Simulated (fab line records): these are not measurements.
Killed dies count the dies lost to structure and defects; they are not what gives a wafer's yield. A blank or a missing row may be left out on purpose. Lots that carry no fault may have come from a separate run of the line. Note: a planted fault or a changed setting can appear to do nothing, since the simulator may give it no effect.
fab line records	flow n5_finfet
record lots=6	wafers=18	last_day=19
route steps=1938 shown BEOL_M12@1641 PASSIVATION@1936
lots with no fault: from the same line, run without faults
start_h: start of the lot's first displayed wafer, in hours after the record's first day	wait_h: hours since the lot's step before	" unchanged from the row above	L1.1+2: a row that stands for several wafers	- no value present, or no start provided	* or withheld: withheld	< > ~ a bound
route shown NAME@n: NAME is a module with steps in the file, n the number in the route of the first one	usual: the fault-free wafers' mean and standard deviation	same: alike in all rows	chamber/n: place in a boat	sites: per-site readings	_std_site: the values' standard deviation	_edge_site: outer sites' mean less inner sites'	radius_mm: for every site, how far away it sits from the centre of the wafer	mask NAME#n: copy n	behind: the most recent tool/chamber to have shaped the wafer	hold: cause of the lot's hold/its duration in hours/its outcome	device: names the non-switching transistor (n, p or np)	end of line: the same wafers' tests at the end of the route	a step without rows: its recipe alone	killed: at the first sort, the dies lost to defects and structure; wafer yield is something else	map: per-die view of a wafer (x killed, . not killed, _ where there is no die)
set.NAME: setting as actually run; set.NAME@STEP: the setting as run at that earlier step	model.NAME: the simulator's own value behind a step, which no gauge read
certain route steps with their lots: each step a table, each wafer a row
services: the hour from which a tool's chamber was out of use, counted from the record's first day as start_h (under 0 if before that day), plus the number of hours and why
## steps
# step N5_BEOL_M12_OCD_MEAS_35
# usual trench_depth_nm=318/3.1
lot.wafer	tool	chamber	start_h	wait_h	trench_depth_nm
L528.1	ocd-02	-	292.60	0.0	322
L528.5	"	-	"	"	315
L528.6	"	-	"	"	321
L530.3	ocd-02	-	295.75	0.0	320
L530.4	"	-	"	"	317
L530.6	"	-	"	"	320
L543.2	ocd-02	-	392.80	0.0	321
L543.3	"	-	"	"	315
L543.6	"	-	"	"	320
L545.3	ocd-02	-	394.50	0.0	314
L545.4	"	-	"	"	319
L545.6	"	-	"	"	316
L549.4	ocd-02	-	420.80	0.0	313
L549.5	"	-	"	"	314
L549.6	"	-	"	"	325
L548.3	ocd-01	-	426.82	0.0	318
L548.5	"	-	"	"	319
L548.6	"	-	"	"	318
# step N5_BEOL_M12_STRIP_37
# recipe chemistry=N2/H2	power_w=1000	temp_c=250	h2_frac=0.65	overash_fraction=0.3	pressure_mtorr=withheld	n2_flow_sccm=1750	h2_flow_sccm=3250
# usual drypump_motor_current_A=5.92/0.18	heater_power_w=349/37	oes_product_au=0.790/0.0095
lot.wafer	tool	chamber	start_h	wait_h	drypump_motor_current_A	heater_power_w	oes_product_au	rf_hours_counter_h
L528.1	plasma_asher-01	1	292.63	0.0	6.22	328	0.795	128
L528.5	"	1	"	"	6.24	319	0.796	-
L528.6	"	0	"	"	5.88	308	0.793	-
L530.3	plasma_asher-02	1	295.81	0.1	5.74	412	0.795	-
L530.4	"	0	"	"	5.91	328	0.780	-
L530.6	"	1	"	"	5.73	406	0.805	-
L543.2	plasma_asher-02	0	392.87	0.1	5.89	334	0.779	93
L543.3	"	0	"	"	5.90	334	0.800	-
L543.6	"	0	"	"	5.92	341	0.794	-
L545.3	plasma_asher-02	0	394.56	0.1	5.92	341	0.785	-
L545.4	"	1	"	"	5.78	401	0.773	-
L545.6	"	0	"	"	5.92	341	0.808	-
L549.4	plasma_asher-02	1	420.85	0.1	5.72	413	0.785	-
L549.5	"	1	"	"	5.70	399	0.790	-
L549.6	"	0	"	"	5.92	336	0.799	-
L548.3	plasma_asher-02	1	426.88	0.1	5.76	398	0.790	-
L548.5	"	1	"	"	5.76	413	0.797	-
L548.6	"	0	"	"	5.92	344	0.786	-
# step N5_BEOL_M12_ETCH_38
# recipe chemistry=CF4/N2	target=SiCN	target_depth_a=687	taper_deg=2	time_s=73.4	ion_energy_ev=150	mask_material=SiO2	pressure_mtorr=40	source_w=430	bias_w=70	Ar_flow_sccm=100	cf4_flow_sccm=60	n2_flow_sccm=60
# usual bias_w=69.98/0.21	drypump_motor_current_A=5.9/0.42	oes_product_au=0.78/0.07	rf_vpp_V=382.9/1.5	showerhead_plenum_p_Torr=2.23/0.057	throttle_valve_pct=15.49/0.17
lot.wafer	tool	chamber	start_h	wait_h	bias_w	drypump_motor_current_A	oes_product_au	rf_hours_counter_h	rf_vpp_V	showerhead_plenum_p_Torr	throttle_valve_pct
L528.1	rie_diel-06	3	302.76	-	69.88	5.9	0.73	178	382.8	2.19	15.46
L528.5	"	3	"	"	69.86	5.9	0.73	-	381.4	2.19	15.45
L528.6	"	2	"	"	69.88	5.1	0.71	-	383.6	2.28	15.45
L530.3	rie_diel-01	1	302.94	-	70.20	5.8	0.79	121	382.3	2.21	15.44
L530.4	"	0	"	"	70.29	5.7	0.80	104	385.0	2.30	15.48
L530.6	"	3	"	"	70.18	5.5	0.73	-	382.9	2.20	15.65
L543.2	rie_diel-01	1	395.82	-	70.15	5.8	0.76	154	382.2	2.20	15.51
L543.3	"	0	"	"	70.02	5.7	0.77	134	383.8	2.29	15.55
L543.6	"	2	"	"	69.67	6.3	0.77	-	379.7	2.12	15.68
L545.3	rie_diel-04	2	396.63	-	69.70	5.4	0.91	19	382.9	2.25	15.55
L545.4	"	2	"	"	69.89	5.4	0.92	-	382.5	2.25	15.55
L545.6	"	3	"	"	69.93	6.5	0.70	-	382.8	2.26	15.42
L549.4	rie_diel-06	0	422.75	-	70.04	6.0	0.94	-	382.5	2.16	15.30
L549.5	"	1	"	"	70.03	5.8	0.76	-	383.6	2.21	15.61
L549.6	"	3	"	"	69.83	5.9	0.69	-	382.1	2.17	15.56
L548.3	rie_diel-06	1	427.18	-	69.99	5.7	0.75	148	382.0	2.21	15.62
L548.5	"	1	"	"	69.78	5.7	0.75	-	383.2	2.21	15.61
L548.6	"	0	"	"	70.22	6.0	0.93	-	381.1	2.16	15.30
# step N5_BEOL_M12_PRECLEAN_39
# recipe chemistry=residue_remover	time_s=60	temp_c=40
# step N5_BEOL_M12_SRD_40
# recipe time_s=30	temp_c=23	rinse_liquid=diw	dry=n2_spin	spin_rpm=1500	dry_time_s=30
# step N5_BEOL_M12_DEGAS_41
# recipe ambient=vacuum	temp_c=250	time_s=60
# usual heater_power_w=340/36
lot.wafer	tool	chamber	start_h	wait_h	heater_power_w
L528.1	pvd_sputter-02	-	303.08	0.2	322
L528.5	"	-	"	"	373
L528.6	"	-	"	"	317
L530.3	pvd_sputter-03	-	303.14	0.0	336
L530.4	"	-	"	"	307
L530.6	"	-	"	"	286
L543.2	pvd_sputter-03	-	396.56	0.6	304
L543.3	"	-	"	"	289
L543.6	"	-	"	"	328
L545.3	pvd_sputter-02	-	397.10	0.3	377
L545.4	"	-	"	"	353
L545.6	"	-	"	"	378
L549.4	pvd_sputter-02	-	423.37	0.5	387
L549.5	"	-	"	"	321
L549.6	"	-	"	"	356
L548.3	pvd_sputter-03	-	427.52	0.2	285
L548.5	"	-	"	"	291
L548.6	"	-	"	"	291
# step N5_BEOL_M12_PRE_CLEAN_42
# recipe gas=H2/He	time_s=30	temp_c=250
# step N5_BEOL_M12_SPUTTER_43
# recipe material=TaN	target_thk_a=150	temp_c=50	bias_v=168.6	power_w=15000	chamber_pressure_pa=0.12	time_s=24.19
# step N5_BEOL_M12_SPUTTER_44
# recipe material=Ta	target_thk_a=100	temp_c=50	bias_v=80	power_w=15000	chamber_pressure_pa=0.07	time_s=16.13
# step N5_BEOL_M12_SPUTTER_45
# recipe material=Cu	target_thk_a=800	temp_c=-20	bias_v=60	power_w=26000	chamber_pressure_pa=0.13	time_s=13.33
# usual throttle_valve_pct=29.7/1.1
lot.wafer	tool	chamber	start_h	wait_h	throttle_valve_pct
L528.1	pvd_sputter-02	-	303.32	0.0	31.4
L528.5	"	-	"	"	30.3
L528.6	"	-	"	"	31.3
L530.3	pvd_sputter-03	-	303.38	0.0	29.2
L530.4	"	-	"	"	28.1
L530.6	"	-	"	"	30.7
L543.2	pvd_sputter-03	-	396.80	0.0	28.0
L543.3	"	-	"	"	30.9
L543.6	"	-	"	"	28.9
L545.3	pvd_sputter-02	-	397.34	0.0	30.2
L545.4	"	-	"	"	28.4
L545.6	"	-	"	"	30.4
L549.4	pvd_sputter-02	-	423.61	0.0	29.8
L549.5	"	-	"	"	31.2
L549.6	"	-	"	"	28.8
L548.3	pvd_sputter-03	-	427.76	0.0	29.1
L548.5	"	-	"	"	29.3
L548.6	"	-	"	"	30.8
# step N5_BEOL_M12_ECD_47
# recipe material=Cu	target_thk_a=7200
# step N5_BEOL_M12_ANNEAL_48
# recipe temp_c=225	time_s=90	ambient=N2
# usual anneal_temp_c=225.00/0.18	wafer_temp_C_max=225.8/0.3
lot.wafer	tool	chamber	start_h	wait_h	anneal_temp_c	wafer_temp_C_max
L528.1	rtp_anneal-01	0	304.03	0.6	225.03	225.7
L528.5	"	0	"	"	225.18	225.0
L528.6	"	0	"	"	225.18	225.5
L530.3	rtp_anneal-02	0	304.17	0.6	224.99	226.0
L530.4	"	0	"	"	224.94	226.2
L530.6	"	0	"	"	224.84	226.0
L543.2	rtp_anneal-02	0	397.11	0.1	225.09	226.2
L543.3	"	0	"	"	225.14	225.7
L543.6	"	0	"	"	224.95	225.9
L545.3	rtp_anneal-02	0	397.79	0.3	224.86	225.7
L545.4	"	0	"	"	224.84	226.0
L545.6	"	0	"	"	225.27	225.9
L549.4	rtp_anneal-01	0	424.24	0.4	224.79	225.7
L549.5	"	0	"	"	225.12	225.7
L549.6	"	0	"	"	224.89	225.6
L548.3	rtp_anneal-01	0	428.15	0.2	225.22	225.7
L548.5	"	0	"	"	224.83	225.5
L548.6	"	0	"	"	225.14	225.3
# step N5_BEOL_M12_CMP_49
# recipe stop_on=SiOC	t_overpolish_s=20.6	down_force_psi=1	platen_rpm=50	clearing_platen_down_force_psi=1.5	clearing_platen_rpm=50	post_cmp_clean=cu_alkaline	target_thk_nm=320	clearing_platen_pad_velocity_m_s=0.99484	pad_velocity_m_s=0.99484
# usual barrier_field_endpoint_s=30.3/0.73	motor_current_A=6.0/0.38	overpolish_run_s=20.600/0.0087
lot.wafer	tool	chamber	start_h	wait_h	barrier_field_endpoint_s	motor_current_A	overpolish_run_s	model.Cu_of_BEOL_M12_ECD_47.thk_nm
L528.1	cmp-04	0	304.37	0.3	30.5	6.0	20.592	322.4
L528.6	"	3	"	"	30.1	6.3	20.599	322.2
L528.5	"	0	"	"	30.9	6.4	20.607	316.6
L530.3	cmp-02	1	304.38	0.2	30.6	5.8	20.596	320.2
L530.4	"	0	"	"	30.6	5.8	20.610	319
L530.6	"	2	"	"	31.2	5.8	20.609	321.2
L543.2	cmp-02	3	397.36	0.2	31.4	5.6	20.609	322.6
L543.3	"	2	"	"	17.5	5.8	20.602	309.4
L543.6	"	3	"	"	30.7	5.7	20.599	321
L545.3	cmp-02	2	398.07	0.2	17.3	6.0	20.600	310
L545.4	"	3	"	"	30.9	5.7	20.598	321.4
L545.6	"	0	"	"	30.7	5.8	20.599	317
L549.4	cmp-01	0	424.45	0.2	30.6	5.7	20.619	311.6
L549.5	"	3	"	"	29.4	5.4	20.599	314.2
L549.6	"	0	"	"	30.3	5.7	20.609	325
L548.3	cmp-04	3	428.41	0.2	29.7	6.3	20.611	318.8
L548.6	"	2	"	"	29.5	5.8	20.614	319.8
L548.5	"	3	"	"	29.6	6.3	20.593	319.4
# step N5_PASSIVATION_PROBE_49
# usual defect_limited_yield=91.2/1.3	killed_at_M0_to_M3=34/9.2	killed_at_M4_up=14/5	killed_at_contacts=13/6.7	killed_at_front_end=39/12	killed_at_other=4/3.3	killed_dies=104/15	killed_open=68/12	killed_short=34/7.5	sort_bin_5_function=5.2/0.87	sort_bin_6_memory=3.3/0.63	sort_n_pass=1076/15	sort_yield_pct=91.2/1.3
# same gross_dies=1180	killed_at_back_side=0	sort_bin_4_leakage[%]=0	sort_bin_8_speed[%]=0
lot.wafer	tool	chamber	start_h	wait_h	defect_limited_yield[%]	killed_at_M0_to_M3	killed_at_M4_up	killed_at_contacts	killed_at_front_end	killed_at_other	killed_dies	killed_open	killed_short	sort_bin_5_function[%]	sort_bin_6_memory[%]	sort_n_pass	sort_yield_pct[%]
L543.2	prober-02	-	439.59	0.1	89.3	43	11	12	59	1	126	87	33	6.7	3.5	1054	89.3
L543.3	prober-02	-	439.64	0.1	90.1	42	12	13	48	2	117	81	30	5.2	4.2	1063	90.1
L543.6	prober-02	-	439.79	0.3	88.9	38	11	10	67	5	131	82	43	6.4	4.2	1049	88.9
L548.3	prober-01	-	461.63	0.1	91.2	41	14	10	35	4	104	60	41	5.6	2.6	1076	91.2
L548.5	prober-01	-	461.73	0.2	92.5	41	12	6	20	9	88	53	34	4.0	3.1	1092	92.5
L548.6	prober-01	-	461.78	0.3	90.1	59	18	5	32	3	117	75	38	6.3	3.6	1063	90.1
# killed by level:class
L543.2 BEOL_M2:geometric_particle:open=13 MOL_CONTACT_COAG:geometric_particle:open=12 FIN_SAQP:geometric_particle:open=9 STI_FIN_REVEAL:geometric_particle:open=9 BEOL_M0_SAQP:geometric_particle:short=9 FIN_SAQP:geometric_particle:short=8 BEOL_M3:geometric_particle:open=8 DUMMY_GATE:geometric_particle:open=7
L543.3 BEOL_M0_SAQP:geometric_particle:open=15 MOL_CONTACT_COAG:geometric_particle:open=13 FIN_SAQP:geometric_particle:open=12 FIN_SAQP:geometric_particle:short=9 STI_FIN_REVEAL:geometric_particle:open=9 BEOL_M2:geometric_particle:open=8 BEOL_M0_SAQP:geometric_particle:short=7 BEOL_M4:geometric_particle:open=5
L543.6 STI_FIN_REVEAL:geometric_particle:open=18 BEOL_M3:geometric_particle:open=13 BEOL_M0_SAQP:geometric_particle:short=9 GATE_CUT:geometric_particle:short=8 MOL_CONTACT_COAG:geometric_particle:open=8 BEOL_M4:geometric_particle:open=6 FIN_SAQP:geometric_particle:short=5 GATE_CUT:geometric_particle:open=5
L548.3 BEOL_M0_SAQP:geometric_particle:open=12 BEOL_M3:geometric_particle:open=10 BEOL_M0_SAQP:geometric_particle:short=9 STARTING-WAFER:geometric_particle:short=8 MOL_CONTACT_COAG:geometric_particle:open=7 GATE_CUT:geometric_particle:short=6 BEOL_M3:geometric_particle:short=4 BEOL_M4:geometric_particle:open=4
L548.5 BEOL_M0_SAQP:geometric_particle:open=10 BEOL_M0_SAQP:geometric_particle:short=8 BEOL_M2:geometric_particle:open=7 BEOL_M3:geometric_particle:open=6 FIN_SAQP:geometric_particle:open=4 FIN_SAQP:geometric_particle:short=4 STI_FIN_REVEAL:geometric_particle:open=4 MOL_CONTACT_COAG:geometric_particle:open=4
L548.6 BEOL_M0_SAQP:geometric_particle:open=18 BEOL_M0_SAQP:geometric_particle:short=17 FIN_SAQP:geometric_particle:open=11 BEOL_M4:geometric_particle:open=9 BEOL_M2:geometric_particle:open=9 BEOL_M3:geometric_particle:open=9 STI_FIN_REVEAL:geometric_particle:open=7 BEOL_M3:geometric_particle:short=5
## services
tool	chamber	start_h	hours	kind
cmp-01	-	274.58	4.7	repair
rie_diel-06	1	301.28	8.3	repair
rie_diel-06	-	310.71	2.8	pm
rie_diel-01	0	311.39	14.6	repair
cmp-02	-	312.09	4.0	pm
cmp-02	-	316.09	-	consumable_replace:conditioner
cmp-02	-	316.09	-	consumable_replace:pad
rie_diel-01	1	323.83	2.3	repair
rie_diel-04	0	328.48	9.2	repair
rie_diel-01	1	337.50	9.0	repair
plasma_asher-01	-	358.00	0.4	repair
cmp-02	-	358.42	7.3	pm
cmp-01	-	376.04	0.6	repair
rie_diel-01	3	376.33	6.9	repair
rtp_anneal-01	-	377.49	4.6	pm
rie_diel-06	0	377.94	8.3	repair
cmp-02	-	385.38	0.5	repair
cmp-01	-	389.82	1.8	repair
rie_diel-01	2	397.61	35.8	repair
rie_diel-06	2	401.88	2.7	repair
rie_diel-06	1	416.73	1.6	repair
cmp-01	-	417.31	1.3	repair
cmp-02	-	423.25	2.1	repair
rie_diel-01	3	424.27	7.3	repair
## key
first_sign step=N5_BEOL_M12_CMP_49	reading=barrier_field_endpoint_s	direction=down	sigmas=18	usual=30.3	struck=17.4
effect none on later readings
model_effect step=N5_BEOL_M12_CMP_49	value=Cu_of_BEOL_M12_ECD_47.thk_nm	without=316.9	struck=309.7
met_at N5_BEOL_M12_CMP_49
struck_wafers L543.3,L545.3
onset_between 304.38 397.36
fault kind=process_parameter_drift	tool=cmp-02	chamber=2	onset_h=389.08	steps=N5_BEOL_M12_CMP_49	channel=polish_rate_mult	offset=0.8	shape=step	end_h=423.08
